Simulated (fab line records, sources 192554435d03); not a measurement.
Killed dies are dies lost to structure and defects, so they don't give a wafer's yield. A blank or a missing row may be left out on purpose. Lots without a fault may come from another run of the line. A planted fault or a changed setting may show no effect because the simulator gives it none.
Which tool did it? | flow n5_finfet | 8 lots, 24 wafers sampled, at 7 steps of a route of 1938

WHAT THE GAUGES READ, wafer by wafer
N5_BEOL_M3_INSPECT_30: inspects for defects (brightfield).
lot  | measured     | on                | raw_defect_count
L205 | day 7 00:53  | defect_inspect-01 | 308 503 410
L214 | day 9 08:59  | defect_inspect-01 | 291 270 337
L218 | day 10 15:31 | defect_inspect-01 | 315 388 467
L219 | day 10 19:10 | defect_inspect-02 | 520 703 484
L220 | day 11 06:20 | defect_inspect-02 | 295 322 420
L222 | day 11 17:30 | defect_inspect-02 | 344 387 296
L225 | day 12 04:12 | defect_inspect-01 | 248 308 373
L228 | day 13 02:34 | defect_inspect-02 | 408 457 476

N5_BEOL_M3_OCD_MEAS_38.
lot  | measured     | on     | trench_depth_nm (nm)
L205 | day 7 03:07  | ocd-01 | 54.9 55.4 57.4
L214 | day 9 21:41  | ocd-01 | 55.5 55.0 56.1
L218 | day 11 01:46 | ocd-02 | 0.1 0 0
L219 | day 11 05:07 | ocd-01 | 0.1 0 0
L220 | day 11 10:00 | ocd-02 | 0.5 0 0.4
L222 | day 12 02:36 | ocd-01 | 56.3 57.5 56.3
L225 | day 12 09:37 | ocd-01 | 55.4 55.3 56.0
L228 | day 13 21:02 | ocd-01 | 56.0 56.4 55.1

N5_BEOL_M3_THK_MEAS_53: measures by xrf.
lot  | measured     | on            | M3_THK (nm)
L205 | day 7 08:35  | film_metro-01 | 39.7 40.9 43.8
L214 | day 10 02:38 | film_metro-01 | 38.1 37.2 39.8
L218 | day 11 05:12 | film_metro-02 | - - -
L219 | day 11 11:23 | film_metro-02 | - - -
L220 | day 11 14:08 | film_metro-01 | - - -
L222 | day 12 06:34 | film_metro-01 | 39.0 38.2 40.6
L225 | day 12 15:01 | film_metro-02 | 42.6 41.6 42.7
L228 | day 14 00:43 | film_metro-01 | 40.9 41.7 41.1

N5_BEOL_M4_RC_MEAS_101.
lot  | measured     | on        | DIBL_N (mV/V)  | DIBL_P (mV/V)  | IOFF_N (nA/um)    | IOFF_P (nA/um)    | ION_N (uA/um) | ION_P (uA/um) | SS_N (mV/dec)  | SS_P (mV/dec)  | VT_N (mV)         | VT_P (mV)
L205 | day 7 20:01  | prober-01 | 35.6 35.7 35.3 | 34.7 34.9 34.9 | 0.148 0.151 0.147 | 0.194 0.200 0.196 | 674 688 678   | 468 470 463   | 71.6 72.3 72.2 | 73.1 73.5 72.6 | 249.6 249.3 247.7 | -251.0 -249.6 -250.2
L214 | day 10 15:41 | prober-02 | 35.2 35.0 36.8 | 34.1 35.0 36.7 | 0.136 0.151 0.176 | 0.174 0.192 0.218 | 662 672 679   | 452 460 462   | 71.4 71.7 71.6 | 72.9 73.4 74.1 | 253.5 252.1 247.8 | -250.5 -250.9 -250.6
L222 | day 12 23:49 | prober-02 | 36.5 36.1 35.8 | 37.5 37.5 37.1 | 0.156 0.160 0.146 | 0.221 0.216 0.205 | 674 676 665   | 468 470 464   | 71.2 72.1 72.0 | 73.8 72.7 72.9 | 251.3 251.1 253.0 | -248.6 -247.2 -247.0
L225 | day 13 05:14 | prober-02 | 38.8 38.5 36.1 | 38.7 38.0 35.9 | 0.206 0.195 0.144 | 0.234 0.228 0.182 | 693 696 675   | 465 471 458   | 72.0 71.5 71.0 | 74.5 74.8 73.2 | 246.4 247.9 250.5 | -251.8 -251.2 -255.0
L228 | day 14 10:37 | prober-01 | 35.0 35.0 35.9 | 35.5 36.1 36.4 | 0.129 0.136 0.141 | 0.156 0.168 0.169 | 667 678 677   | 456 460 462   | 71.1 71.8 72.3 | 73.3 72.9 73.3 | 251.5 249.9 250.5 | -255.6 -253.4 -256.6

WHICH TOOL RAN EACH LOT (tool, then ch and the chambers of the sampled wafers, then the start)
lot  | N5_BEOL_M3_STRIP_19                | N5_BEOL_M3_TRENCH_ETCH_37          | N5_BEOL_M3_STRIP_97
L205 | rie_diel-04 ch 0,3, day 7 00:17    | rie_diel-05 ch 0,1,3, day 7 02:58  | rie_diel-05 ch 0,1,3, day 7 03:07 or earlier
L214 | rie_diel-04 ch 0,2, day 9 08:31    | rie_diel-04 ch 1,2, day 9 21:32    | rie_diel-04 ch 1,2, day 9 21:41 or earlier
L218 | rie_diel-04 ch 0,2,3, day 10 15:02 | rie_diel-04 ch 0,1,3, day 11 01:35 | rie_diel-04 ch 0,1,3, day 11 01:46 or earlier
L219 | rie_diel-03 ch 1,2,3, day 10 18:34 | rie_diel-04 ch 1,2,3, day 11 04:58 | rie_diel-04 ch 1,2,3, day 11 05:07 or earlier
L220 | rie_diel-04 ch 0,1, day 11 05:52   | rie_diel-05 ch 1,2, day 11 09:50   | rie_diel-05 ch 1,2, day 11 10:00 or earlier
L222 | rie_diel-04 ch 0,2,3, day 11 17:02 | rie_diel-03 ch 1,2,3, day 12 02:26 | rie_diel-03 ch 1,2,3, day 12 02:36 or earlier
L225 | rie_diel-04 ch 1,2, day 12 03:43   | rie_diel-04 ch 0,1,2, day 12 09:28 | rie_diel-04 ch 0,1,2, day 12 09:37 or earlier
L228 | rie_diel-05 ch 1,2, day 13 02:06   | rie_diel-03 ch 0,1, day 13 20:53   | rie_diel-03 ch 0,1, day 13 21:02 or earlier
- N5_BEOL_M3_STRIP_19: strips in O2.
- N5_BEOL_M3_TRENCH_ETCH_37: etches SiOC in C4F6/O2, target depth 55.555 nm, time 29.2 s.
- N5_BEOL_M3_STRIP_97: strips in N2/H2, time 10 s.

WHAT THE TOOLS THEMSELVES READ (means of the sampled wafers that have a number; where no wafer has one, the mark that the record gives instead)
N5_BEOL_M3_STRIP_19.
lot  | tool        | drypump_motor_current_A (A) | oes_product_au (a.u.) | rf_vpp_V (V) | showerhead_plenum_p_Torr (Torr) | throttle_valve_pct (%)
L205 | rie_diel-04 | 6.1                         | 0.76                  | 3.9          | 2.14                            | 16.60
L214 | rie_diel-04 | 5.8                         | 0.81                  | 3.3          | 2.17                            | 16.56
L218 | rie_diel-04 | 6.1                         | 0.75                  | 3.8          | 2.13                            | 16.63
L219 | rie_diel-03 | 5.7                         | 0.76                  | 3.4          | 2.07                            | 16.67
L220 | rie_diel-04 | 5.9                         | 0.78                  | 3.6          | 2.13                            | 16.77
L222 | rie_diel-04 | 6.2                         | 0.74                  | 3.5          | 2.13                            | 16.64
L225 | rie_diel-04 | 6.3                         | 0.74                  | 3.7          | 2.09                            | 16.83
L228 | rie_diel-05 | 5.8                         | 0.71                  | 3.3          | 2.16                            | 16.92

N5_BEOL_M3_TRENCH_ETCH_37.
lot  | tool        | C4F6_flow_sccm (sccm) | O2_flow_sccm (sccm) | drypump_motor_current_A (A) | oes_ar_750_au (a.u.) | oes_product_au (a.u.) | rf_fwd_power_W (W) | rf_vpp_V (V) | showerhead_plenum_p_Torr (Torr) | throttle_valve_pct (%)
L205 | rie_diel-05 | 10.02                 | 9.98                | 5.6                         | 0.80                 | 0.80                  | 350.4              | 665          | 2.95                            | 20.96
L214 | rie_diel-04 | 10.01                 | 9.99                | 6.4                         | 0.73                 | 0.73                  | 351.6              | 666          | 2.83                            | 20.85
L218 | rie_diel-04 | -                     | -                   | -                           | -                    | -                     | -                  | -            | -                               | -
L219 | rie_diel-04 | -                     | -                   | -                           | -                    | -                     | -                  | -            | -                               | -
L220 | rie_diel-05 | -                     | -                   | -                           | -                    | -                     | -                  | -            | -                               | -
L222 | rie_diel-03 | 9.99                  | 10.02               | 5.7                         | 0.75                 | 0.76                  | 351.0              | 666          | 2.80                            | 20.80
L225 | rie_diel-04 | 9.99                  | 10.01               | 6.1                         | 0.75                 | 0.76                  | 349.9              | 667          | 2.87                            | 20.84
L228 | rie_diel-03 | 9.99                  | 10.04               | 6.3                         | 0.75                 | 0.75                  | 349.6              | 664          | 2.78                            | 20.83

N5_BEOL_M3_STRIP_97.
lot  | tool        | drypump_motor_current_A (A) | n2_flow_sccm (sccm) | oes_product_au (a.u.) | rf_vpp_V (V) | showerhead_plenum_p_Torr (Torr) | throttle_valve_pct (%)
L205 | rie_diel-05 | 5.6                         | 199.8               | 0.81                  | 58.9         | 2.64                            | 23.84
L214 | rie_diel-04 | 6.4                         | 200.1               | 0.74                  | 58.9         | 2.53                            | 23.78
L218 | rie_diel-04 | 6.1                         | 200.0               | 0.76                  | 59.0         | 2.58                            | 23.69
L219 | rie_diel-04 | 6.4                         | 200.0               | 0.72                  | 59.4         | 2.53                            | 23.79
L220 | rie_diel-05 | 5.7                         | 200.5               | 0.72                  | 59.8         | 2.62                            | 23.80
L222 | rie_diel-03 | 5.7                         | 199.9               | 0.76                  | 58.2         | 2.49                            | 23.66
L225 | rie_diel-04 | 6.0                         | 199.7               | 0.75                  | 58.9         | 2.57                            | 23.73
L228 | rie_diel-03 | 6.3                         | 199.9               | 0.75                  | 58.9         | 2.48                            | 23.69

THE ANSWER, worked out from the rows above alone
Rule: what is usual is taken from the lots themselves. Put in order of their means at a reading, lots are off if they are a third of the lots or fewer, leave a main group of 4 or more, and stand apart from it by a gap of 3 or more times the standard deviation of the main group's means; of several such gaps the widest counts. A main group whose means are all the same, to the digits that the tables above print for the reading, isn't used. A lot without any number at a reading at which 4 lots or more have one is off too. The other lots that the step has rows for count as sound. The gauges are gone through in route order, then the tools' own readings, and for those a lot's mean is taken as printed above. The first step at which some lot is off is used, and at that step the reading that is off furthest; a lot without a number counts as furthest.
Off: L218, L219, L220, at N5_BEOL_M3_THK_MEAS_53 (M3_THK). Without a number there: L218, L219, L220. The main group: mean 40.5 nm, standard deviation 1.5.
A tool fits if, at a process step before that reading, it ran every lot that is off, and no sound lot after the first of them. The gauges at N5_BEOL_M3_THK_MEAS_53 aren't tried: what is off there is off at N5_BEOL_M3_TRENCH_ETCH_37 too, on other tools, and a gauge's error can't cause that. N5_BEOL_M3_STRIP_97 gives no start for some lots, so the hours and the order of its lots are those of N5_BEOL_M3_OCD_MEAS_38. None of those tried fits.

WHAT THE SIMULATOR HAD PUT IN
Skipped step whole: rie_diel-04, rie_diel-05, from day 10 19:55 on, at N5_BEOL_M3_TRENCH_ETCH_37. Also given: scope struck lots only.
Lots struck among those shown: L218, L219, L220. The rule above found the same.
